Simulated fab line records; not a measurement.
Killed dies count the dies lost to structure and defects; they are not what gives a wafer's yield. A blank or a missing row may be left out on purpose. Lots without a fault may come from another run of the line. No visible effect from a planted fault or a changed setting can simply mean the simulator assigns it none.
Split-lot trial || flow n5 finfet || 7 lots, 21 wafers read, on a route of 1938 steps

== ABOUT THE SPLIT ==
At N5_PMOS_HMC_CHANNEL_EPI_PEB_07 (peb time 60 s), the setting peb time s was moved away from the recipe's 60 s on 6 of the 21 wafers read, by -16.1% to +22.2%. All remaining wafers had this setting at the recipe value.

== FROM THE SPLIT ON TO THE READING: in between, the file shows 1 step ==
- N5_PMOS_HMC_CHANNEL_EPI_DEVELOP_08: develop time 30 s (also split here: develop time s)

== THE READING ==
cd nm, in nm, at N5_PMOS_HMC_CHANNEL_EPI_CD_MEAS_09 (target cd 237.4 nm). Fault-free wafers of this fab line usually give 236.9 nm, standard deviation 1.2 nm.

{"wafer": "L077.2", "tool, chamber at the split": "litho track-02, 0", "peb time s as run, s": 60, "against the recipe": "recipe", "cd nm, nm": 235.9, "against lot-mates on the recipe": "-"}
{"wafer": "L077.3", "tool, chamber at the split": "litho track-02, 0", "peb time s as run, s": 60, "against the recipe": "recipe", "cd nm, nm": 236.0, "against lot-mates on the recipe": "-"}
{"wafer": "L077.4", "tool, chamber at the split": "litho track-02, 0", "peb time s as run, s": 60, "against the recipe": "recipe", "cd nm, nm": 235.7, "against lot-mates on the recipe": "-"}
{"wafer": "L082.1", "tool, chamber at the split": "litho track-05, 0", "peb time s as run, s": 60, "against the recipe": "recipe", "cd nm, nm": 235.5, "against lot-mates on the recipe": "-"}
{"wafer": "L082.2", "tool, chamber at the split": "litho track-05, 0", "peb time s as run, s": 60, "against the recipe": "recipe", "cd nm, nm": 237.1, "against lot-mates on the recipe": "-"}
{"wafer": "L082.3", "tool, chamber at the split": "litho track-05, 0", "peb time s as run, s": 60, "against the recipe": "recipe", "cd nm, nm": 237.4, "against lot-mates on the recipe": "-"}
{"wafer": "L083.1", "tool, chamber at the split": "litho track-02, 0", "peb time s as run, s": 60, "against the recipe": "recipe", "cd nm, nm": 236.8, "against lot-mates on the recipe": "-"}
{"wafer": "L083.2", "tool, chamber at the split": "litho track-02, 0", "peb time s as run, s": 50.33, "against the recipe": "-16.1%", "cd nm, nm": 228.5, "against lot-mates on the recipe": -8.3}
{"wafer": "L083.6", "tool, chamber at the split": "litho track-02, 0", "peb time s as run, s": 50.33, "against the recipe": "-16.1%", "cd nm, nm": 228.8, "against lot-mates on the recipe": -8.0}
{"wafer": "L084.4", "tool, chamber at the split": "litho track-03, 0", "peb time s as run, s": 73.29, "against the recipe": "+22.2%", "cd nm, nm": 243.5, "against lot-mates on the recipe": "+6.0"}
{"wafer": "L084.5", "tool, chamber at the split": "litho track-03, 0", "peb time s as run, s": 73.29, "against the recipe": "+22.2%", "cd nm, nm": 245.4, "against lot-mates on the recipe": "+7.9"}
{"wafer": "L084.6", "tool, chamber at the split": "litho track-03, 0", "peb time s as run, s": 60, "against the recipe": "recipe", "cd nm, nm": 237.5, "against lot-mates on the recipe": "-"}
{"wafer": "L085.1", "tool, chamber at the split": "litho track-05, 0", "peb time s as run, s": 60, "against the recipe": "recipe", "cd nm, nm": 237.1, "against lot-mates on the recipe": "-"}
{"wafer": "L085.3", "tool, chamber at the split": "litho track-05, 0", "peb time s as run, s": 60, "against the recipe": "recipe", "cd nm, nm": 238.0, "against lot-mates on the recipe": "-"}
{"wafer": "L085.5", "tool, chamber at the split": "litho track-05, 0", "peb time s as run, s": 60, "against the recipe": "recipe", "cd nm, nm": 236.4, "against lot-mates on the recipe": "-"}
{"wafer": "L087.1", "tool, chamber at the split": "litho track-05, 0", "peb time s as run, s": 51.89, "against the recipe": "-13.5%", "cd nm, nm": 232.5, "against lot-mates on the recipe": -5.5}
{"wafer": "L087.4", "tool, chamber at the split": "litho track-05, 0", "peb time s as run, s": 60, "against the recipe": "recipe", "cd nm, nm": 238.5, "against lot-mates on the recipe": "-"}
{"wafer": "L087.5", "tool, chamber at the split": "litho track-05, 0", "peb time s as run, s": 60, "against the recipe": "recipe", "cd nm, nm": 237.5, "against lot-mates on the recipe": "-"}
{"wafer": "L096.3", "tool, chamber at the split": "litho track-02, 0", "peb time s as run, s": 60, "against the recipe": "recipe", "cd nm, nm": 237.7, "against lot-mates on the recipe": "-"}
{"wafer": "L096.4", "tool, chamber at the split": "litho track-02, 0", "peb time s as run, s": 52.39, "against the recipe": "-12.7%", "cd nm, nm": 230.9, "against lot-mates on the recipe": -6.6}
{"wafer": "L096.5", "tool, chamber at the split": "litho track-02, 0", "peb time s as run, s": 60, "against the recipe": "recipe", "cd nm, nm": 237.3, "against lot-mates on the recipe": "-"}

FIT RESULTS
A straight line over all 21 wafers: cd nm changes by +0.397 nm for each +1% of peb time s; r = +0.96; the points scatter about the line by 1.1 nm.
The same after taking each lot's own level away (the mean of its wafers on the recipe; 21 wafers): +0.392 nm for each +1%; r = +0.97; scatter 0.96 nm.
That fit puts the effect of the largest move of peb time s on the reading at 8.7 nm.
The span of the lots' own levels, 235.87 to 238.00 nm, comes to 1.8 times the standard deviation stated above.
Consequently the slope shifts little with the lot-to-lot level, the two slopes agreeing.
Check: +9.37 nm against its lot-mates is what the line predicts for one of the wafers moved furthest among these (+22.2%) when that wafer is left out of the fit. It came out at +6 nm against them.

== THE OTHER SPLITS THESE WAFERS WENT THROUGH ==
These wafers also went through other splits before the reading. Each is held against what the fit with the lots' levels taken away leaves over:
{"other split on the same wafers": "N5_WELL_APT_COAT_02 spin rpm", "wafers away from the commonest value": 6, "r with cd nm (lot level and that fit taken away)": -0.44}
{"other split on the same wafers": "N5_WELL_APT_EXPOSE_05 dose mj", "wafers away from the commonest value": 6, "r with cd nm (lot level and that fit taken away)": "+0.35"}
{"other split on the same wafers": "N5_PMOS_HMC_CHANNEL_EPI_DEVELOP_08 develop time s", "wafers away from the commonest value": 6, "r with cd nm (lot level and that fit taken away)": -0.26}

== THE WHOLE CHAIN: every reading that the file lists as answering this split, in the file's order ==
{"step": "N5_PMOS_HMC_CHANNEL_EPI_CD_MEAS_09", "what it does": "target cd 237.4 nm", "reading": "cd nm", "change (the file's fit)": "+0.406 nm for each +1% of the setting", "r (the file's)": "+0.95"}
{"step": "N5_PMOS_HMC_CHANNEL_EPI_DESCUM_14", "what it does": "chemistry O2, time 7.9 s", "reading": "PMOS_HMC_CHANNEL_EPI.cd nm (the simulator's own value, which no gauge read)", "change (the file's fit)": "+0.417 nm for each +1% of the setting", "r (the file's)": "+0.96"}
{"step": "N5_PMOS_HMC_CHANNEL_EPI_ETCH_32", "what it does": "etches BARC in N2/H2, stops on SiO2, target depth 85.8 nm, time 50.3 s", "reading": "PMOS_HMC_CHANNEL_EPI.cd nm (the simulator's own value, which no gauge read)", "change (the file's fit)": "+0.385 nm for each +1% of the setting", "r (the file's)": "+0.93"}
{"step": "N5_PMOS_HMC_CHANNEL_EPI_ETCH_38", "what it does": "etches SiO2 in CF4, target depth 1.5 nm", "reading": "PMOS_HMC_CHANNEL_EPI.cd nm (the simulator's own value, which no gauge read)", "change (the file's fit)": "+0.384 nm for each +1% of the setting", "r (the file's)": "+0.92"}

== THE FILE'S OWN FIT ==
cd nm changes by +0.406 nm for each +1% of peb time s, r = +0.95.
